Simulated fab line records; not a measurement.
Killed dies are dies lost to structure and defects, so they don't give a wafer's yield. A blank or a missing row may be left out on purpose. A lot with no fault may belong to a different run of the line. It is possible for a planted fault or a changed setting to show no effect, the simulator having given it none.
The tool behind it: which one? ; flow n5Finfet ; 16 wafers from 6 lots sampled at 4 of the route's 1938 steps

## WHAT EACH GAUGE READ, for each wafer
N5_SD_EPI_P_INSPECT_26: inspects for defects (darkfield).
lot;measured;on;rawDefectCount
L558;day 3 22:32;defectInspect-01;216 186 181
L560;day 4 10:37;defectInspect-02;204 151 148
L562;day 4 20:56;defectInspect-01;148 124 113
L572;day 7 10:57;defectInspect-02;747 154 193
L575;day 8 04:08;defectInspect-01;164 142
L578;day 8 20:34;defectInspect-01;182 145

## WHAT TOOL EACH LOT RAN ON (gives the tool, then ch and the chambers of the sampled wafers, and finally the start)
lot;N5_SD_EPI_P_ETCH_16;N5_SD_EPI_P_SD_RECESS_17;N5_SD_EPI_P_HM_STRIP_48
L558;rieDiel-06 ch 0,1,3, day 3 19:19;rieSi-03 ch 1,2,3, day 3 19:23;wetBench-01 ch 4,6,7, day 3 22:17
L560;rieDiel-06 ch 0,1,3, day 4 06:40;rieSi-01 ch 0,2,3, day 4 06:44;wetBench-05 ch 0,4,6, day 4 10:29
L562;rieDiel-06 ch 0,2, day 4 17:47;rieSi-01 ch 0,1,2, day 4 17:52;wetBench-01 ch 0,1,3, day 4 20:48
L572;rieDiel-06 ch 1,2,3, day 7 06:58;rieSi-01 ch 0,1, day 7 07:02;wetBench-05 ch 2,4,6, day 7 10:49
L575;rieDiel-06 ch 0,1, day 8 01:01;rieSi-05 ch 2,3, day 8 01:05;wetBench-02 ch 0,1, day 8 03:59
L578;rieDiel-06 ch 0,2, day 8 17:28;rieSi-01 ch 1,3, day 8 17:32;wetBench-02 ch 2,5, day 8 20:26
- N5_SD_EPI_P_ETCH_16: etches SiO2 in CHF3/O2, target depth 5 nm.
- N5_SD_EPI_P_SD_RECESS_17: chemistry HBr/Cl2/O2, target depth 39.1 nm, bt time 3 s.
- N5_SD_EPI_P_HM_STRIP_48: strips SiNx in H3PO4, material SiNx, target depth 3 nm.

## THE ANSWER, worked out from the rows above alone
Rule: what is usual is taken from the lots themselves. Put in order of their means at a reading, lots are off if they are a third of the lots or fewer, leave a main group of 4 or more, and stand apart from it by a gap of 3 or more times the standard deviation of the main group's means; of several such gaps the widest counts. The tables above print the reading to a certain number of digits; a main group whose means all agree to those digits is not used. A lot without any number at a reading at which 4 lots or more have one is off too. The other lots that the step has rows for count as sound.
Off, at N5_SD_EPI_P_INSPECT_26 on rawDefectCount: L572. The main group has a mean of 161 with a standard deviation of 21.
A tool fits if, at a process step before that reading, it ran every lot that is off, and no sound lot after the first of them. Those tools and the gauges at N5_SD_EPI_P_INSPECT_26 are tried in the same way. Can't be told from this: 2 tools fit, wetBench-05 at N5_SD_EPI_P_HM_STRIP_48, defectInspect-02 at N5_SD_EPI_P_INSPECT_26.

## WHAT THE SIMULATOR HAD PUT IN
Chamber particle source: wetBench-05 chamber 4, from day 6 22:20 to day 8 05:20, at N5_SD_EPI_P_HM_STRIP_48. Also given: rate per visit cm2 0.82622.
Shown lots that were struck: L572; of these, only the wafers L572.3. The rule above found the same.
